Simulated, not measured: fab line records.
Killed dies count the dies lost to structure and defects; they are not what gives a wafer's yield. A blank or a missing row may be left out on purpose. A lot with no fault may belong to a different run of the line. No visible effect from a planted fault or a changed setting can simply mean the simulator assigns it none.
Matching of chambers	flow nand_harc	ald_metal-02 running NHARC_A_WL_FILL_ALD_19: 4 sister chambers
The step deposits TiN, target thk 2 nm, pulse time 3 s, ald cycles 100. 4 wafers are shown with their chamber, then 7 later ones without.

WAFERS WITH THEIR CHAMBER
wafer	chamber	heater_power_w (W)
L079.4	0	1133
L082.3	2	1036
L083.1	3	1044
L083.3	1	1040

WAFERS WHOSE CHAMBER IS MISSING
wafer	heater_power_w (W)
L083.6	1033
L084.1	1068
L084.2	1053
L084.5	1018
L094.3	1014
L094.5	1060
L094.6	1012

WHICH CHAMBER EACH ONE RAN IN
wafer	from the rows above	in truth
L083.6	can't be placed: 2 or 1 or 3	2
L084.1	can't be placed: 3 or 1 or 2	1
L084.2	can't be placed: 3 or 1 or 2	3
L084.5	can't be placed: 2 or 1 or 3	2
L094.3	can't be placed: 2 or 1 or 3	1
L094.5	can't be placed: 3 or 1 or 2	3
L094.6	can't be placed: 2 or 1 or 3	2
Correct placement for 0 of the 7. Cannot be placed on the basis of these rows: 7; the candidates contain the true chamber in 7. Wrongly placed: 0.
How it was worked out, from the rows above alone: a wafer's distance from a chamber is the root of the sum, over the readings, of the square of ((its reading less the chamber's mean) divided by the reading's scatter). The wafer belongs to the nearest chamber; if the next one is less than 2 further off, it can't be placed. Each chamber's mean is taken over the wafers shown for it. The scatter (one wafer shown for each chamber): square how far every hidden wafer sits from the nearest shown wafer, average those squares and take the square root.
